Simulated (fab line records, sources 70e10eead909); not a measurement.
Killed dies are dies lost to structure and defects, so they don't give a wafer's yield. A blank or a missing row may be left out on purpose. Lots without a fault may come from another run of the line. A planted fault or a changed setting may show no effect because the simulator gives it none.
fab line records | flow nand_harc
record lots=13 wafers=38 last_day=34
route steps=1302 shown A_STAIRCASE@653
lots that met no fault: from a run of the same line without faults
start_h: hours from the record's first day to the start of the lot's first wafer shown | wait_h: hours since the lot's step before | " the same as in the row above | L1.1+2: a row that stands for several wafers | - no value, or no start given | * or withheld: withheld | < > ~ a bound
route shown NAME@n: a module of which the file shows steps, and the number in the route of the first | usual: mean/standard deviation of fault-free wafers | same: alike in all rows | chamber/n: place in a boat | sites: the reading at each site | _std_site: their standard deviation | _edge_site: outer sites' mean less inner sites' | radius_mm: how far each site lies from the wafer's centre | mask NAME#n: copy n | behind: the tool/chamber that last shaped the wafer | hold: why the lot was held/for how many hours/how that ended | device: the transistor (n, p or np) that didn't switch | end of line: the same wafers' tests at the end of the route | a step without rows: its recipe alone | killed: dies lost to structure and defects at the first sort, not the wafer's yield | map: a wafer's dies, x killed, . not, _ none there
set.NAME: the setting as run; set.NAME@STEP: as run at that earlier step | model.NAME: the simulator's own value behind a step, which no gauge read
steps of the route over a sample of lots; a table a step, a row a wafer
services: from which hour (start_h, from the record's first day; less than 0 if before it) a tool's chamber was out of use, for how many hours, and why
## steps
# step NHARC_A_STAIRCASE_STRIP_171
# recipe power_w=1500 temp_c=250 chemistry=O2
# usual drypump_motor_current_A=5.8/0.36 heater_power_w=367/19
# columns lot.wafer tool chamber start_h wait_h drypump_motor_current_A heater_power_w rf_hours_counter_h
L803.2 plasma_asher-02 1 352.54 - 5.9 390 22
L803.3 " 0 " " 6.0 371 -
L803.6 " 0 " " 6.0 372 -
L804.1 plasma_asher-02 1 375.95 - 5.9 401 26
L804.4 " 1 " " 5.9 393 -
L804.6 " 1 " " 5.9 392 -
L806.1 plasma_asher-02 0 385.65 - 6.0 382 27
L806.5 " 0 " " 6.0 375 -
L806.6 " 1 " " 5.8 386 -
L808.2 plasma_asher-01 1 385.79 - 5.1 389 6
L808.3 " 1 " " 5.1 383 -
L808.6 " 0 " " 6.0 341 -
L807.2 plasma_asher-01 0 389.93 - 6.0 344 7
L807.5 " 0 " " 6.0 330 -
L807.6 " 1 " " 5.1 391 -
L815.2 plasma_asher-01 1 481.17 - 5.1 389 27
L815.3 " 0 " " 6.0 328 -
L818.1 plasma_asher-02 0 499.66 - 6.0 367 14
L818.2 " 1 " " 5.9 371 14
L818.4 " 0 " " 6.0 365 -
L821.1 plasma_asher-02 1 526.91 - 5.9 378 22
L821.3 " 1 " " 5.9 377 -
L821.4 " 0 " " 6.0 362 -
L820.2 plasma_asher-02 1 527.47 - 5.9 363 22
L820.3 " 1 " " 5.9 373 -
L820.5 " 1 " " 5.9 369 -
L823.1 plasma_asher-02 1 550.89 - 5.9 359 27
L823.4 " 0 " " 6.0 361 -
L823.5 " 1 " " 5.9 365 -
L824.1 plasma_asher-02 1 572.12 - 5.9 363 31
L824.4 " 1 " " 5.9 366 -
L824.5 " 1 " " 5.9 368 -
L825.2 plasma_asher-01 1 577.18 - 5.1 401 8
L825.3 " 0 " " 6.0 335 -
L825.6 " 0 " " 6.0 334 -
L826.3 plasma_asher-02 0 588.88 - 6.0 367 -
L826.5 " 1 " " 5.9 364 -
L826.6 " 0 " " 6.0 363 -
# step NHARC_A_STAIRCASE_ETCH_15
# recipe target_depth_a=1000 time_s=40.5 ion_energy_ev=400 c4f8_flow_sccm=20 o2_flow_sccm=10 ar_flow_sccm=withheld rf_w=600 bias_w=1000 chemistry=C4F8/O2
# usual oes_product_au=0.941/0.011 rf_vpp_V=896/5.8
# columns lot.wafer tool chamber start_h wait_h oes_product_au rf_hours_counter_h rf_vpp_V
L803.3 rie_diel-12 0 - - 0.937 28 888
L803.2 " 2 " " 0.958 27 896
L803.6 " 3 " " 0.952 - 897
L804.1 rie_diel-12 1 - - 0.935 30 896
L804.4 " 0 " " 0.940 36 887
L804.6 " 1 " " 0.940 - 898
L806.1 rie_diel-12 3 - - 0.958 41 899
L806.6 " 1 " " 0.948 - 896
L806.5 " 2 " " 0.948 - 896
L808.2 rie_diel-07 1 - - 0.944 24 899
L808.3 " 3 " " 0.966 28 888
L808.6 " 2 " " 0.962 - 903
L807.2 rie_diel-07 2 - - 0.923 30 903
L807.5 " 1 " " 0.919 - 899
L807.6 " 2 " " 0.924 - 905
L815.2 rie_diel-07 3 - - 0.945 0 887
L815.3 " 2 " " 0.952 0 903
L818.2 rie_diel-12 0 - - 0.921 16 886
L818.1 " 2 " " 0.946 16 894
L818.4 " 2 " " 0.952 - 894
L821.4 rie_diel-07 3 - - 0.933 16 888
L821.3 " 1 " " 0.951 14 899
L821.1 " 2 " " 0.927 15 904
L820.3 rie_diel-07 1 - - 0.945 14 898
L820.2 " 0 " " 0.930 15 893
L820.5 " 1 " " 0.954 - 899
L823.1 rie_diel-11 0 - - 0.955 36 887
L823.4 " 1 " " 0.946 43 904
L823.5 " 2 " " 0.947 - 902
L824.4 rie_diel-07 0 - - 0.924 29 891
L824.1 " 2 " " 0.940 29 904
L824.5 " 0 " " 0.932 - 892
L825.2 rie_diel-11 0 - - 0.945 46 889
L825.3 " 1 " " 0.924 54 905
L825.6 " 1 " " 0.938 - 904
L826.3 rie_diel-07 2 - - 0.923 34 903
L826.6 " 3 " " 0.941 - 886
L826.5 " 0 " " 0.932 - 892
# step NHARC_A_STAIRCASE_ETCH_21
# recipe target_depth_a=1000 time_s=40.5 ion_energy_ev=400 c4f8_flow_sccm=20 o2_flow_sccm=10 ar_flow_sccm=withheld rf_w=600 bias_w=1000 chemistry=C4F8/O2
# usual oes_product_au=0.945/0.016 rf_vpp_V=896/5.9
# columns lot.wafer tool chamber start_h wait_h oes_product_au rf_hours_counter_h rf_vpp_V
L803.3 rie_diel-12 1 - - 0.935 25 895
L803.2 " 3 " " 0.941 32 897
L803.6 " 1 " " 0.943 - 896
L804.4 rie_diel-07 2 - - 0.950 26 905
L804.1 " 3 " " 0.974 27 887
L804.6 " 3 " " 0.977 - 888
L806.1 rie_diel-12 0 - - 0.946 39 887
L806.6 " 1 " " 0.951 - 897
L806.5 " 2 " " 0.946 - 895
L808.3 rie_diel-07 3 - - 0.952 29 888
L808.2 " 0 " " 0.938 21 892
L808.6 " 1 " " 0.951 - 899
L807.2 rie_diel-12 2 - - 0.975 40 896
L807.6 " 1 " " 0.961 - 897
L807.5 " 2 " " 0.967 - 896
L815.2 rie_diel-11 2 - - 0.987 13 903
L815.3 " 1 " " 0.961 18 906
L818.2 rie_diel-12 2 - - 0.952 17 893
L818.1 " 3 " " 0.941 17 898
L818.4 " 0 " " 0.939 - 888
L821.4 rie_diel-07 3 - - 0.920 17 887
L821.3 " 0 " " 0.913 15 893
L821.1 " 1 " " 0.924 14 898
L820.2 rie_diel-12 0 - - 0.921 31 888
L820.3 " 1 " " 0.938 0 896
L820.5 " 3 " " 0.919 - 896
L823.1 rie_diel-12 3 - - 0.914 41 895
L823.4 " 0 " " 0.905 38 886
L823.5 " 2 " " 0.920 - 894
L824.1 rie_diel-07 1 - - 0.947 28 896
L824.4 " 2 " " 0.932 29 903
L824.5 " 0 " " 0.931 - 893
L825.2 rie_diel-11 3 - - 0.936 55 899
L825.3 " 0 " " 0.949 47 888
L825.6 " 0 " " 0.951 - 889
L826.3 rie_diel-07 0 - - 0.922 37 893
L826.5 " 2 " " 0.936 - 904
L826.6 " 3 " " 0.933 - 887
# step NHARC_A_STAIRCASE_ETCH_23
# recipe target_depth_a=1000 time_s=40.5 ion_energy_ev=400 c4f8_flow_sccm=20 o2_flow_sccm=10 ar_flow_sccm=withheld rf_w=600 bias_w=1000 chemistry=C4F8/O2
# usual oes_product_au=0.943/0.014 rf_vpp_V=896/5.6
# columns lot.wafer tool chamber start_h wait_h oes_product_au rf_hours_counter_h rf_vpp_V
L803.3 rie_diel-12 1 355.93 - 0.944 25 898
L803.2 " 2 " " 0.952 28 896
L803.6 " 2 " " 0.957 - 896
L804.4 rie_diel-07 2 378.94 - 0.944 26 903
L804.1 " 3 " " 0.967 27 889
L804.6 " 2 " " 0.946 - 904
L806.1 rie_diel-12 2 388.70 - 0.945 36 896
L806.5 " 0 " " 0.940 - 889
L806.6 " 1 " " 0.955 - 896
L808.3 rie_diel-07 1 388.90 - 0.931 24 899
L808.2 " 3 " " 0.939 29 889
L808.6 " 1 " " 0.928 - 899
L807.2 rie_diel-12 1 393.67 - 0.954 36 896
L807.5 " 3 " " 0.955 - 898
L807.6 " 0 " " 0.923 - 888
L815.2 rie_diel-11 3 484.18 - 0.814 15 900
L815.3 " 0 " " 0.945 18 889
L818.2 rie_diel-12 3 502.88 - 0.945 17 897
L818.1 " 0 " " 0.919 17 888
L818.4 " 3 " " 0.941 - 897
L821.3 rie_diel-07 3 530.59 - 0.931 17 887
L821.1 " 0 " " 0.923 16 893
L821.4 " 2 " " 0.933 16 903
L820.3 rie_diel-12 3 531.12 - 0.930 31 896
L820.2 " 2 " " 0.938 31 894
L820.5 " 0 " " 0.932 - 886
L823.4 rie_diel-12 0 554.03 - 0.920 38 886
L823.1 " 2 " " 0.954 40 894
L823.5 " 0 " " 0.916 - 889
L824.1 rie_diel-07 3 575.30 - 0.929 30 888
L824.4 " 1 " " 0.936 29 899
L824.5 " 3 " " 0.929 - 886
L825.2 rie_diel-11 1 580.91 - 0.938 55 904
L825.3 " 3 " " 0.940 55 901
L825.6 " 1 " " 0.936 - 905
L826.3 rie_diel-07 3 593.21 - 0.955 37 886
L826.6 " 0 " " 0.919 - 893
L826.5 " 1 " " 0.943 - 897
## services
# columns tool chamber start_h hours kind
rie_diel-07 0 328.68 - clean
rie_diel-07 1 328.68 - clean
rie_diel-07 2 328.68 - clean
rie_diel-07 3 328.68 - clean
rie_diel-07 0 339.05 9.1 repair
plasma_asher-01 - 342.23 9.0 pm
rie_diel-07 0 355.93 - clean
rie_diel-07 1 355.93 - clean
rie_diel-07 2 355.93 - clean
rie_diel-07 - 368.11 0.9 repair
plasma_asher-02 - 398.36 0.6 repair
rie_diel-12 1 411.34 1.3 repair
plasma_asher-02 - 426.05 9.0 pm
rie_diel-07 2 429.19 9.2 repair
rie_diel-11 - 433.60 9.0 pm
rie_diel-12 - 445.49 9.0 pm
rie_diel-11 2 459.95 2.8 repair
rie_diel-07 1 468.35 6.0 repair
rie_diel-07 - 472.26 9.0 pm
rie_diel-12 0 478.60 2.4 repair
plasma_asher-01 - 519.23 9.0 pm
rie_diel-11 2 564.00 30.2 repair
rie_diel-07 2 577.42 6.4 repair
plasma_asher-02 - 581.94 3.1 repair
## key
first_sign step=NHARC_A_STAIRCASE_ETCH_23 reading=oes_product_au direction=down sigmas=9.3 usual=0.943 struck=0.814
effect none on later readings
met_at NHARC_A_STAIRCASE_ETCH_23
struck_lots L815
struck_wafers L815.2
sort_left_out L815.2
tester_left_out L815
not_acting_at NHARC_A_STAIRCASE_STRIP_171,NHARC_A_STAIRCASE_ETCH_15,NHARC_A_STAIRCASE_ETCH_21
fault kind=process_parameter_drift tool=rie_diel-11 chamber=- onset_h=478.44 steps=NHARC_A_STAIRCASE_ETCH_23 channel=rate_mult offset=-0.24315 shape=step end_h=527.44 scope=struck_wafers_only
# tester_left_out: of these lots the tester's yield and bins aren't shown, on N5 and GAA mostly nor the transistor test; their killed dies are dies lost to structure and defects alone, not to doping, threshold or leakage, so they don't give the yield
# sort_left_out: the simulated sort isn't trusted on such a fault, so these wafers' sort isn't shown, and their yield isn't known
